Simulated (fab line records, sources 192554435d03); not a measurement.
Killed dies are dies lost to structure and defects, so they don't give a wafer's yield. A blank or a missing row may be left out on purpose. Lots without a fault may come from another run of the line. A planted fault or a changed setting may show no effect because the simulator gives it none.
fab line records | flow n5_finfet
record lots=6 wafers=18 last_day=19
route steps=1938 shown BEOL_M3@990 BEOL_M4@1111 PASSIVATION@1936
lots that met no fault: from a run of the same line without faults
start_h: hours from the record's first day to the start of the lot's first wafer shown | wait_h: hours since the lot's step before | " the same as in the row above | L1.1+2: a row that stands for several wafers | - no value, or no start given | * or withheld: withheld | < > ~ a bound
route shown NAME@n: a module of which the file shows steps, and the number in the route of the first | usual: mean/standard deviation of fault-free wafers | same: alike in all rows | chamber/n: place in a boat | sites: the reading at each site | _std_site: their standard deviation | _edge_site: outer sites' mean less inner sites' | radius_mm: how far each site lies from the wafer's centre | mask NAME#n: copy n | behind: the tool/chamber that last shaped the wafer | hold: why the lot was held/for how many hours/how that ended | device: the transistor (n, p or np) that didn't switch | end of line: the same wafers' tests at the end of the route | a step without rows: its recipe alone | killed: dies lost to structure and defects at the first sort, not the wafer's yield | map: a wafer's dies, x killed, . not, _ none there
set.NAME: the setting as run; set.NAME@STEP: as run at that earlier step | model.NAME: the simulator's own value behind a step, which no gauge read
lots at some steps of the route; a table a step, a row a wafer
services: from which hour (start_h, from the record's first day; less than 0 if before it) a tool's chamber was out of use, for how many hours, and why
## steps
# step N5_BEOL_M3_PRE_CLEAN_45
# recipe gas=H2/He time_s=30 temp_c=250
# step N5_BEOL_M3_ALD_84
# recipe material=TaN target_thk_a=* temp_c=275 ald_precursor_family=PDMAT ald_co_reactant=NH3 pressure_torr=3 carrier_flow_sccm=1500 pulse_time_s=2 purge_time_s=3 co_reactant_purge_time_s=2 co_reactant_pulse_time_s=3 ald_cycles=30 precursor_vessel_temp_c=75 precursor_vessel_pressure_torr=26.25 precursor_vessel_carrier_sccm=1000
# usual chamber_pressure_Torr=3.000/0.0071 heater_power_w=402/36 precursor_vessel_temp_c=75.02/0.13
# columns lot.wafer tool chamber start_h wait_h chamber_pressure_Torr heater_power_w precursor_vessel_temp_c
L832.2 ald_metal-01 0 225.25 0.1 3.015 369 74.91
L832.4 " 1 " " 2.992 434 74.97
L832.6 " 0 " " 3.000 358 74.87
L836.2 ald_metal-01 0 235.64 0.1 3.005 365 75.07
L836.5 " 1 " " 2.991 426 75.10
L836.6 " 2 " " 2.992 466 75.21
L835.2 ald_metal-03 2 236.12 0.1 2.993 398 74.84
L835.4 " 1 " " 3.008 355 74.99
L835.5 " 3 " " 3.008 405 75.01
L845.2 ald_metal-01 1 305.66 0.0 2.991 419 74.85
L845.3 " 3 " " 3.005 355 74.97
L845.5 " 3 " " 3.011 357 75.08
L847.2 ald_metal-03 3 305.69 0.0 3.016 411 74.97
L847.4 " 1 " " 2.999 348 74.92
L847.6 " 2 " " 3.003 402 74.90
L849.3 ald_metal-03 0 344.82 0.0 2.992 420 75.05
L849.5 " 1 " " 3.008 358 74.82
L849.6 " 2 " " 2.999 399 75.11
# step N5_BEOL_M3_SURFACE_TREAT_85
# recipe gas=Ar time_s=* ion_energy_ev=* ion_current_ma_cm2=0.5 pressure_mtorr=* ar_flow_sccm=30
# step N5_BEOL_M3_CVD_47
# recipe material=Co target_thk_a=30 temp_c=withheld precursor=CCTBA/H2 pressure_torr=30 time_s=223.8
# step N5_BEOL_M3_SPUTTER_48
# recipe material=Cu target_thk_a=45 temp_c=-20 chamber_pressure_pa=0.07 power_w=withheld time_s=8.29
# step N5_BEOL_M3_ANNEAL_49
# recipe temp_c=400 time_s=240 ambient=vacuum
# usual heater_power_w=864/89 susceptor_temp_C_max=401.0/0.45
# columns lot.wafer tool chamber start_h wait_h heater_power_w susceptor_temp_C_max
L832.2 pvd_sputter-02 - 226.07 0.0 860 401.0
L832.4 " - " " 928 400.9
L832.6 " - " " 802 401.0
L836.2 pvd_sputter-02 - 236.20 0.0 804 401.0
L836.5 " - " " 813 400.8
L836.6 " - " " 896 401.5
L835.2 pvd_sputter-01 - 237.03 0.0 874 401.4
L835.4 " - " " 835 401.0
L835.5 " - " " 903 401.6
L845.2 pvd_sputter-02 - 306.39 0.0 962 400.7
L845.3 " - " " 900 401.2
L845.5 " - " " 954 400.8
L847.2 pvd_sputter-01 - 307.32 0.0 871 401.3
L847.4 " - " " 842 401.3
L847.6 " - " " 1027 400.5
L849.3 pvd_sputter-02 - 346.87 0.0 950 400.8
L849.5 " - " " 957 400.9
L849.6 " - " " 943 400.8
# step N5_BEOL_M3_SPUTTER_79
# recipe material=Cu target_thk_a=45 temp_c=-20 chamber_pressure_pa=0.07 power_w=withheld time_s=8.29
# usual chamber_pressure_pa=0.07001/0.00014 chuck_gas_flow_sccm=1.26/0.048 throttle_valve_pct=29.7/1.1
# columns lot.wafer tool chamber start_h wait_h chamber_pressure_pa chuck_gas_flow_sccm throttle_valve_pct
L832.2 pvd_sputter-02 - 226.21 0.1 0.06995 1.17 28.7
L832.4 " - " " 0.06996 1.33 29.9
L832.6 " - " " 0.06992 1.20 31.3
L836.2 pvd_sputter-02 - 236.34 0.1 0.07013 1.26 31.2
L836.5 " - " " 0.06991 1.22 31.2
L836.6 " - " " 0.0699 1.29 28.6
L835.2 pvd_sputter-01 - 237.17 0.1 0.07006 1.33 29.1
L835.4 " - " " 0.06994 1.24 28.3
L835.5 " - " " 0.06988 1.29 29.9
L845.2 pvd_sputter-02 - 306.53 0.1 0.06995 1.19 30.2
L845.3 " - " " 0.06996 1.31 28.7
L845.5 " - " " 0.07012 1.37 30.1
L847.2 pvd_sputter-01 - 307.46 0.1 0.07009 1.21 29.9
L847.4 " - " " 0.07017 1.28 28.1
L847.6 " - " " 0.07013 1.32 31.1
L849.3 pvd_sputter-02 - 347.01 0.1 0.07002 1.25 29.5
L849.5 " - " " 0.0701 1.26 29.5
L849.6 " - " " 0.06994 1.26 30.3
# step N5_BEOL_M3_ANNEAL_80
# recipe temp_c=400 time_s=240 ambient=vacuum
# step N5_BEOL_M3_SPUTTER_81
# recipe material=Cu target_thk_a=45 temp_c=-20 chamber_pressure_pa=0.07 power_w=withheld time_s=8.29
# step N5_BEOL_M3_ANNEAL_82
# recipe temp_c=400 time_s=240 ambient=vacuum
# step N5_BEOL_M3_SPUTTER_86
# recipe material=Cu target_thk_a=45 temp_c=-20 chamber_pressure_pa=0.07 power_w=withheld time_s=8.29
# usual chamber_pressure_pa=0.07/0.00013 chuck_gas_flow_sccm=1.26/0.051 throttle_valve_pct=29.7/1.1
# columns lot.wafer tool chamber start_h wait_h chamber_pressure_pa chuck_gas_flow_sccm throttle_valve_pct
L832.2 pvd_sputter-02 - 226.65 0.1 0.07013 1.15 28.7
L832.4 " - " " 0.07004 1.24 29.8
L832.6 " - " " 0.06991 1.26 31.0
L836.2 pvd_sputter-02 - 236.78 0.1 0.07006 1.29 31.5
L836.5 " - " " 0.06995 1.28 31.2
L836.6 " - " " 0.07004 1.31 28.7
L835.2 pvd_sputter-01 - 237.61 0.1 0.07003 1.25 28.6
L835.4 " - " " 0.06989 1.22 28.3
L835.5 " - " " 0.07008 1.24 30.0
L845.2 pvd_sputter-02 - 306.97 0.1 0.07006 1.34 30.4
L845.3 " - " " 0.0699 1.29 28.8
L845.5 " - " " 0.06984 1.29 30.2
L847.2 pvd_sputter-01 - 307.90 0.1 0.06996 1.31 29.9
L847.4 " - " " 0.07028 1.24 28.3
L847.6 " - " " 0.07005 1.29 31.1
L849.3 pvd_sputter-02 - 347.45 0.1 0.06995 1.23 29.8
L849.5 " - " " 0.07003 1.23 29.9
L849.6 " - " " 0.07006 1.35 30.3
# step N5_BEOL_M3_ANNEAL_87
# recipe temp_c=400 time_s=240 ambient=vacuum
# step N5_BEOL_M3_SPUTTER_88
# recipe material=Cu target_thk_a=45 temp_c=-20 chamber_pressure_pa=0.07 power_w=withheld time_s=8.29
# usual chamber_pressure_pa=0.07/0.00013 chuck_gas_flow_sccm=1.25/0.048 throttle_valve_pct=29.7/1.1
# columns lot.wafer tool chamber start_h wait_h chamber_pressure_pa chuck_gas_flow_sccm throttle_valve_pct
L832.2 pvd_sputter-02 - 226.87 0.1 0.07003 1.18 29.0
L832.4 " - " " 0.07003 1.32 29.8
L832.6 " - " " 0.06998 1.25 31.2
L836.2 pvd_sputter-02 - 237.00 0.1 - - -
L836.5 " - " " - - -
L836.6 " - " " - - -
L835.2 pvd_sputter-01 - 237.83 0.1 - - -
L835.4 " - " " - - -
L835.5 " - " " - - -
L845.2 pvd_sputter-02 - 307.19 0.1 0.0701 1.29 30.3
L845.3 " - " " 0.06994 1.25 28.6
L845.5 " - " " 0.07 1.23 30.2
L847.2 pvd_sputter-01 - 308.12 0.1 0.07017 1.24 29.9
L847.4 " - " " 0.06992 1.22 28.3
L847.6 " - " " 0.06987 1.23 31.3
L849.3 pvd_sputter-02 - 347.67 0.1 0.07 1.27 30.0
L849.5 " - " " 0.07011 1.36 29.7
L849.6 " - " " 0.07003 1.30 30.1
# step N5_BEOL_M3_ANNEAL_89
# recipe temp_c=400 time_s=240 ambient=vacuum
# usual heater_power_w=864/89 susceptor_temp_C_max=401.0/0.44
# columns lot.wafer tool chamber start_h wait_h heater_power_w susceptor_temp_C_max
L832.2 pvd_sputter-02 - 226.95 0.0 874 401.1
L832.4 " - " " 938 401.2
L832.6 " - " " 793 401.0
L836.2 pvd_sputter-02 - 237.08 0.0 809 400.8
L836.5 " - " " 808 400.7
L836.6 " - " " 885 401.4
L835.2 pvd_sputter-01 - 237.91 0.0 901 401.3
L835.4 " - " " 844 400.7
L835.5 " - " " 889 401.5
L845.2 pvd_sputter-02 - 307.27 0.0 941 400.6
L845.3 " - " " 864 401.1
L845.5 " - " " 920 400.5
L847.2 pvd_sputter-01 - 308.20 0.0 884 401.1
L847.4 " - " " 856 400.9
L847.6 " - " " 1035 400.6
L849.3 pvd_sputter-02 - 347.75 0.0 948 400.8
L849.5 " - " " 954 400.8
L849.6 " - " " 930 400.9
# step N5_BEOL_M4_RC_MEAS_101
# usual DIBL_N=36.5/1.2 DIBL_P=36.5/1.6 IOFF_N=0.162/0.023 IOFF_P=0.221/0.03 ION_N=678/8 ION_P=466/6.3 SS_N=71.6/0.46 SS_P=73.3/0.57 VT_N=249.2/2.6 VT_P=-249/3.3
# columns lot.wafer tool chamber start_h wait_h DIBL_N[mV/V] DIBL_P[mV/V] IOFF_N[nA/um] IOFF_P[nA/um] ION_N[uA/um] ION_P[uA/um] SS_N[mV/dec] SS_P[mV/dec] VT_N[mV] VT_P[mV]
L832.2 prober-02 0 241.81 0.2 36.1 37.7 0.176 0.214 678 462 71.6 73.2 246.9 -251
L832.4 " 0 " " 36.2 38.1 0.173 0.215 675 465 71.0 73.8 247.8 -251
L832.6 " 0 " " 37.6 39.6 0.207 0.251 683 460 71.3 74.2 245.9 -246
L835.2 prober-02 0 254.99 0.2 36.7 37.4 0.147 0.180 676 458 71.2 73.0 253.0 -254
L835.4 " 0 " " 36.0 37.2 0.143 0.176 666 454 70.7 74.2 252.7 -256
L835.5 " 0 " " 36.7 38.4 0.163 0.199 678 465 71.6 73.3 248.5 -251
L836.2 prober-02 0 257.49 0.2 36.9 37.1 0.175 0.222 688 464 71.4 73.4 249.1 -249
L836.5 " 0 " " 36.6 37.1 0.172 0.214 688 464 71.4 73.7 248.2 -254
L836.6 " 0 " " 36.4 36.7 0.159 0.211 670 462 71.0 73.2 250.0 -252
L847.2 prober-02 0 324.31 0.2 37.0 36.9 0.177 0.254 684 472 71.3 73.1 247.8 -245
L847.4 " 0 " " 37.1 37.4 0.184 0.257 686 476 71.3 72.9 246.6 -245
L847.6 " 0 " " 39.0 39.8 0.244 0.318 707 482 71.8 74.6 244.1 -244
L845.2 prober-01 0 325.84 0.2 35.2 35.3 0.146 0.186 676 460 71.1 72.7 249.7 -253
L845.3 " 0 " " 35.0 34.9 0.140 0.182 686 462 71.2 72.3 250.2 -253
L845.5 " 0 " " 37.0 37.6 0.172 0.231 681 468 71.4 73.8 246.7 -250
L849.3 prober-02 0 361.84 0.3 35.3 34.2 0.128 0.175 664 456 70.1 72.8 250.6 -257
L849.5 " 0 " " 36.8 36.3 0.149 0.200 668 463 71.1 72.9 251.3 -252
L849.6 " 0 " " 36.7 36.7 0.161 0.210 683 465 71.8 73.6 251.0 -253
# step N5_PASSIVATION_PROBE_49
# usual defect_limited_yield=91.2/1.3 killed_at_M0_to_M3=34/9.2 killed_at_M4_up=14/5 killed_at_contacts=13/6.7 killed_at_front_end=39/12 killed_at_other=4/3.3 killed_dies=104/15 killed_open=68/12 killed_short=34/7.5 sort_bin_5_function=5.2/0.87 sort_bin_6_memory=3.3/0.63 sort_n_pass=1076/15 sort_yield_pct=91.2/1.3
# same gross_dies=1180 killed_at_back_side=0 sort_bin_4_leakage[%]=0 sort_bin_8_speed[%]=0
# columns lot.wafer tool chamber start_h wait_h defect_limited_yield[%] killed_at_M0_to_M3 killed_at_M4_up killed_at_contacts killed_at_front_end killed_at_other killed_dies killed_open killed_short sort_bin_5_function[%] sort_bin_6_memory[%] sort_n_pass sort_yield_pct[%]
L835.2 prober-01 - 353.47 0.1 89.9 46 15 10 45 3 119 70 39 5.7 3.6 1061 89.9
L835.4 prober-01 - 353.57 0.2 91.2 45 17 6 32 4 104 72 27 5.8 2.5 1076 91.2
L835.5 prober-01 - 353.62 0.2 88.7 38 7 20 64 4 133 74 49 6.4 4.2 1047 88.7
L836.2 prober-01 - 360.95 0.1 92.1 30 20 6 29 8 93 61 28 4.7 2.9 1087 92.1
L836.5 prober-01 - 361.10 0.2 90.1 38 13 20 39 7 117 66 38 6.1 3.1 1063 90.1
L836.6 prober-01 - 361.15 0.3 90.0 37 17 9 35 20 118 72 37 6.0 3.3 1062 90.0
# killed by level:class
L835.2 BEOL_M2:geometric_particle:open=9 BEOL_M0_SAQP:geometric_particle:short=9 BEOL_M3:geometric_particle:open=8 MOL_CONTACT_COAG:geometric_particle:open=7 STI_FIN_REVEAL:geometric_particle:open=6 GATE_CUT:geometric_particle:open=6 BEOL_M3:interface_void_opened=6 BEOL_M0_SAQP:geometric_particle:open=6
L835.4 BEOL_M0_SAQP:geometric_particle:open=10 BEOL_M2:geometric_particle:open=10 STI_FIN_REVEAL:geometric_particle:open=9 BEOL_M0_SAQP:geometric_particle:short=5 BEOL_M3:geometric_particle:open=5 BEOL_M4:geometric_particle:open=5 STARTING-WAFER:geometric_particle:open=5 BEOL_M3:interface_void_opened=5
L835.5 FIN_SAQP:geometric_particle:short=19 STI_FIN_REVEAL:geometric_particle:open=17 MOL_CONTACT_COAG:geometric_particle:open=13 BEOL_M3:geometric_particle:open=12 BEOL_M0_SAQP:geometric_particle:short=8 MOL_CONTACT_COAG:geometric_particle:short=7 BEOL_M3:interface_void_opened=7 FIN_SAQP:geometric_particle:open=6
L836.2 BEOL_M2:geometric_particle:open=8 BEOL_M3:geometric_particle:open=7 DUMMY_GATE:geometric_particle:open=6 MOL_CONTACT_COAG:geometric_particle:open=5 STI_FIN_REVEAL:geometric_particle:open=5 BEOL_M7:geometric_particle:open=5 FIN_SAQP:geometric_particle:short=4 GATE_CUT:geometric_particle:short=4
L836.5 MOL_CONTACT_COAG:geometric_particle:open=18 BEOL_M3:interface_void_opened=10 DUMMY_GATE:geometric_particle:open=7 BEOL_M2:geometric_particle:open=7 FIN_SAQP:geometric_particle:short=6 BEOL_M0_SAQP:geometric_particle:short=6 STI_FIN_REVEAL:geometric_particle:open=5 BEOL_M1:geometric_particle:open=4
L836.6 BEOL_M4:geometric_particle:open=9 DUMMY_GATE:geometric_particle:open=8 FIN_SAQP:geometric_particle:short=7 MOL_CONTACT_COAG:geometric_particle:open=7 BEOL_M3:interface_void_opened=7 FIN_SAQP:geometric_particle:open=6 BEOL_M1:geometric_particle:open=6 MIM_BOT:geometric_particle:open=6
## services
# columns tool chamber start_h hours kind
pvd_sputter-02 - 202.44 2.8 repair
ald_metal-03 1 220.55 14.1 repair
ald_metal-03 - 224.35 0.4 repair
ald_metal-03 3 228.52 4.3 repair
ald_metal-03 0 272.87 29.1 repair
ald_metal-01 - 337.25 14.0 pm
ald_metal-01 0 337.25 14.0 vent_cycle
ald_metal-01 1 337.25 14.0 vent_cycle
ald_metal-01 2 337.25 14.0 vent_cycle
ald_metal-01 3 337.25 14.0 vent_cycle
## key
first_sign step=N5_BEOL_M3_SPUTTER_88 reading=tool_record direction=missing
effect none on later readings
met_at N5_BEOL_M3_SPUTTER_88
struck_wafers L835.2,L835.4,L835.5,L836.2,L836.5,L836.6
onset_between 226.87 237.00
fault kind=skipped_step_whole tool=pvd_sputter-01,pvd_sputter-02 chamber=- onset_h=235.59 steps=N5_BEOL_M3_SPUTTER_88 scope=struck_lots_only
